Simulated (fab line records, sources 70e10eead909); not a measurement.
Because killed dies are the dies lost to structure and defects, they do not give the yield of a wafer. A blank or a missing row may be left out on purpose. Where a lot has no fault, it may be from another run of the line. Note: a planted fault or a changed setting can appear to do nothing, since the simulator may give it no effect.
2 desks looking at one fault	flow nandHarc	only its own numbers are on each desk; what lay behind them is given at the end

## THE DEFECT DESK
For each lot, the counts of the inspections along the route, averaged over the sampled wafers that have a number. If a lot's mean is further than 4 standard deviations from the usual mean, the lot is out of limits and carries the mark OUT (the distance appears in the brackets).
Columns: A = rawDefectCount at NHARC_P_BONDPAD_INSPECT_23, usual 321
lot	first seen here	A
L245	day 6 21:34	249
L246	day 7 15:38	215
L247	day 7 19:17	531
L249	day 8 14:22	457
L250	day 9 08:06	328
L251	day 9 16:16	372
L252	day 10 06:06	326
L253	day 10 15:31	327
L255	day 11 04:39	372
L254	day 11 04:51	290
L256	day 11 17:53	399
L257	day 12 03:44	288
L264	day 15 02:34	224
L265	day 15 11:24	277
This desk's verdict: no lot among the 14 shows anything out of limits.

## AT THE METROLOGY DESK
What the gauges read, lot by lot, whatever tool the lot ran on: means of the sampled wafers that have a number. If a lot's mean is further than 4 standard deviations from the usual mean, the lot is out of limits and carries the mark OUT (the distance appears in the brackets).
Columns: A = thkNm at NHARC_A_ONON_D1_THK_MEAS_08, usual 998 nm
lot	first seen here	A
L245	day 7 21:34	981
L246	day 8 17:07	997
L247	day 8 17:07	989
L249	day 9 15:16	992
L250	day 10 12:28	994
L251	day 10 17:07	1004
L252	day 11 09:48	1014
L253	day 11 16:22	987
L255	day 12 06:55	993
L254	day 12 07:04	1004
L256	day 12 18:59	1007
L257	day 13 05:12	995
L264	day 16 03:00	990
L265	day 16 12:49	992
This desk's verdict: no lot among the 14 shows anything out of limits.

## BROUGHT TOGETHER
Nothing the defect desk looked at was out of limits.
The metrology desk saw nothing out of limits.

## WHAT THE SIMULATOR PUT IN
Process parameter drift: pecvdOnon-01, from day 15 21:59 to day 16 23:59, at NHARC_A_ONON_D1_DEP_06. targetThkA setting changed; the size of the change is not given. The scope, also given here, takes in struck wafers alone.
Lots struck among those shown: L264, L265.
